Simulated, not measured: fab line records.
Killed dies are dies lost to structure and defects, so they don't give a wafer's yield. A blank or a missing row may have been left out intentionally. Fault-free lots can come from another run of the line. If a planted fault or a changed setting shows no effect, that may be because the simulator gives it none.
Matching of chambers :: flow n5Finfet :: 4 sister chambers for N5_MOL_CONTACT_COAG_ETCH_47 on rieDiel-05
The step etches SiNx in CH3F/O2, stops on W, target depth 27 nm. 8 wafers are shown with their chamber, then 8 later ones without.

== WAFERS PAIRED WITH THEIR CHAMBERS ==
wafer: L080.1
chamber: 1
drypumpMotorCurrentA (A): 5.5
showerheadPlenumPTorr (Torr): 2.04

wafer: L080.3
chamber: 0
drypumpMotorCurrentA (A): 5.4
showerheadPlenumPTorr (Torr): 1.96

wafer: L081.2
chamber: 0
drypumpMotorCurrentA (A): 5.4
showerheadPlenumPTorr (Torr): 1.96

wafer: L081.4
chamber: 2
drypumpMotorCurrentA (A): 5.9
showerheadPlenumPTorr (Torr): 1.85

wafer: L087.4
chamber: 3
drypumpMotorCurrentA (A): 4.9
showerheadPlenumPTorr (Torr): 2.12

wafer: L087.5
chamber: 1
drypumpMotorCurrentA (A): 5.5
showerheadPlenumPTorr (Torr): 2.03

wafer: L087.6
chamber: 2
drypumpMotorCurrentA (A): 5.8
showerheadPlenumPTorr (Torr): 1.84

wafer: L088.1
chamber: 3
drypumpMotorCurrentA (A): 4.9
showerheadPlenumPTorr (Torr): 2.12

== WAFERS WITH NO CHAMBER GIVEN ==
wafer: L088.2
drypumpMotorCurrentA (A): 5.5
showerheadPlenumPTorr (Torr): 2.03

wafer: L088.4
drypumpMotorCurrentA (A): 5.8
showerheadPlenumPTorr (Torr): 1.84

wafer: L095.1
drypumpMotorCurrentA (A): 4.9
showerheadPlenumPTorr (Torr): 2.12

wafer: L095.4
drypumpMotorCurrentA (A): 4.9
showerheadPlenumPTorr (Torr): 2.12

wafer: L095.5
drypumpMotorCurrentA (A): 5.4
showerheadPlenumPTorr (Torr): 2.03

wafer: L097.3
drypumpMotorCurrentA (A): 4.9
showerheadPlenumPTorr (Torr): 2.11

wafer: L097.4
drypumpMotorCurrentA (A): 5.5
showerheadPlenumPTorr (Torr): 2.02

wafer: L097.5
drypumpMotorCurrentA (A): 5.8
showerheadPlenumPTorr (Torr): 1.83

== CHAMBER TAKEN BY EACH ==
wafer: L088.2
from the rows above: 1
in truth: 1

wafer: L088.4
from the rows above: 2
in truth: 2

wafer: L095.1
from the rows above: 3
in truth: 3

wafer: L095.4
from the rows above: 3
in truth: 3

wafer: L095.5
from the rows above: 1
in truth: 1

wafer: L097.3
from the rows above: 3
in truth: 3

wafer: L097.4
from the rows above: 1
in truth: 1

wafer: L097.5
from the rows above: 2
in truth: 2
Correctly placed: 8 of 8. Not placeable from these rows: 0. Placed wrongly: 0.
How it was worked out, from the rows above alone: a wafer's distance from a chamber is the root of the sum, over the readings, of the square of ((its reading less the chamber's mean) divided by the reading's scatter). If the next closest chamber is less than 2 further off than the closest, the wafer can't be placed; otherwise it belongs to the closest. Each chamber's mean is taken over the wafers shown for it. The scatter is the square root of a quotient: the sum, over the shown wafers, of each reading's squared deviation from its chamber's mean, divided by wafers minus chambers.
